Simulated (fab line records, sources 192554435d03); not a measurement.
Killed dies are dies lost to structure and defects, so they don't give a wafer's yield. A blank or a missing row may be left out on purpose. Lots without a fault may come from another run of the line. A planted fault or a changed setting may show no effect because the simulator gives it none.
Chamber matching | flow n5_finfet | N5_FIN_SAQP_ETCH_52 on rie_diel-02: 4 sister chambers
The step etches SOC in N2/H2, target depth 100 nm, overetch 20 nm, time 150 s. 14 wafers are shown with their chamber, then 7 later ones without.

WAFERS WITH THEIR CHAMBER
wafer  | chamber | drypump_motor_current_A (A) | throttle_valve_pct (%) | showerhead_plenum_p_Torr (Torr)
L074.2 | 2       | 5.4                         | 18.09                  | 2.42
L074.3 | 3       | 6.5                         | 17.78                  | 2.45
L074.5 | 0       | 5.6                         | 17.92                  | 2.44
L076.1 | 3       | 6.6                         | 17.79                  | 2.45
L076.3 | 0       | 5.6                         | 17.93                  | 2.44
L076.5 | 1       | 5.4                         | 17.76                  | 2.40
L079.2 | 1       | 5.4                         | 17.77                  | 2.40
L079.5 | 1       | 5.4                         | 17.79                  | 2.40
L079.6 | 0       | 5.5                         | 17.94                  | 2.44
L083.2 | 0       | 5.6                         | 17.94                  | 2.43
L083.5 | 0       | 5.6                         | 17.95                  | 2.43
L083.6 | 1       | 5.4                         | 17.76                  | 2.40
L084.1 | 2       | 5.4                         | 18.11                  | 2.41
L084.5 | 3       | 6.5                         | 17.82                  | 2.44

SIGNATURES (means of the wafers above)
reading                  | chamber 0 | chamber 1 | chamber 2 | chamber 3 | scatter within a chamber
drypump_motor_current_A  | 5.580     | 5.400     | 5.400     | 6.533     | 0.0383
throttle_valve_pct       | 17.9360   | 17.7700   | 18.1000   | 17.7967   | 0.0148
showerhead_plenum_p_Torr | 2.4360    | 2.4000    | 2.4150    | 2.4467    | 0.00486
Rule: a wafer's distance from a chamber is the root of the sum, over the readings, of the square of ((its reading less the chamber's mean) divided by the reading's scatter). The wafer belongs to the nearest chamber; if the next one is less than 2 further off, it can't be placed. The scatter: the root of (the sum of the squares of (reading less its chamber's mean) over the shown wafers, divided by (wafers less chambers)).

WAFERS WITHOUT THEIR CHAMBER
wafer  | drypump_motor_current_A (A) | throttle_valve_pct (%) | showerhead_plenum_p_Torr (Torr)
L084.6 | 5.4                         | 18.09                  | 2.41
L086.1 | 5.6                         | 17.96                  | 2.43
L086.5 | 5.6                         | 17.96                  | 2.43
L086.6 | 6.6                         | 17.82                  | 2.44
L096.2 | 5.3                         | 17.84                  | 2.39
L096.3 | 5.6                         | 17.98                  | 2.43
L096.6 | 5.6                         | 17.98                  | 2.43

WHICH CHAMBER EACH WENT THROUGH
wafer  | from the rows above | in truth
L084.6 | 2                   | 2
L086.1 | 0                   | 0
L086.5 | 0                   | 0
L086.6 | 3                   | 3
L096.2 | 1                   | 1
L096.3 | 0                   | 0
L096.6 | 0                   | 0
Placed correctly: 7 of 7. Can't be placed from these rows: 0. Placed wrongly: 0.
